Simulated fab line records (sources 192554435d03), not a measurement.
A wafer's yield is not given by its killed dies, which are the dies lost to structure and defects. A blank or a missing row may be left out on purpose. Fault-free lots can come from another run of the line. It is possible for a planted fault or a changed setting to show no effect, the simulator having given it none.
Chamber matching ; flow n5Finfet ; N5_BEOL_M1_CO_CAP_55 on cvdCo-02 has 3 sister chambers
The step material Co, precursor CCTBA/H2, target thk 2 nm, time 102.1 s. 3 wafers are shown with their chamber, then 12 later ones without.

== WAFERS WITH THEIR CHAMBER ==
wafer;chamber;heaterPowerW (W)
L091.6;0;202
L090.5;2;265
L090.6;1;280

== WAFERS WITHOUT THEIR CHAMBER ==
wafer;heaterPowerW (W)
L092.1;257
L092.4;203
L092.6;281
L095.1;209
L095.2;256
L095.4;195
L096.2;200
L096.4;204
L096.5;266
L097.1;202
L097.2;261
L097.5;274

== THE CHAMBER EACH PASSED THROUGH ==
wafer;from the rows above;in truth
L092.1;2;2
L092.4;0;0
L092.6;1;1
L095.1;0;0
L095.2;2;2
L095.4;0;0
L096.2;0;0
L096.4;0;0
L096.5;2;2
L097.1;0;0
L097.2;2;2
L097.5;can't be placed: 1 or 2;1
Placed correctly: 11 of 12. These rows do not allow placing 1 (true chamber among the candidates in 1). Wrongly placed: 0.
How it was worked out, from the rows above alone: a wafer's distance from a chamber is the root of the sum, over the readings, of the square of ((its reading less the chamber's mean) divided by the reading's scatter). If the next closest chamber is less than 2 further off than the closest, the wafer can't be placed; otherwise it belongs to the closest. For every chamber, the mean is computed from those of its wafers that are shown. The scatter: with one shown wafer a chamber, the root of the mean of the squares of how far each hidden wafer lies from its nearest shown one.
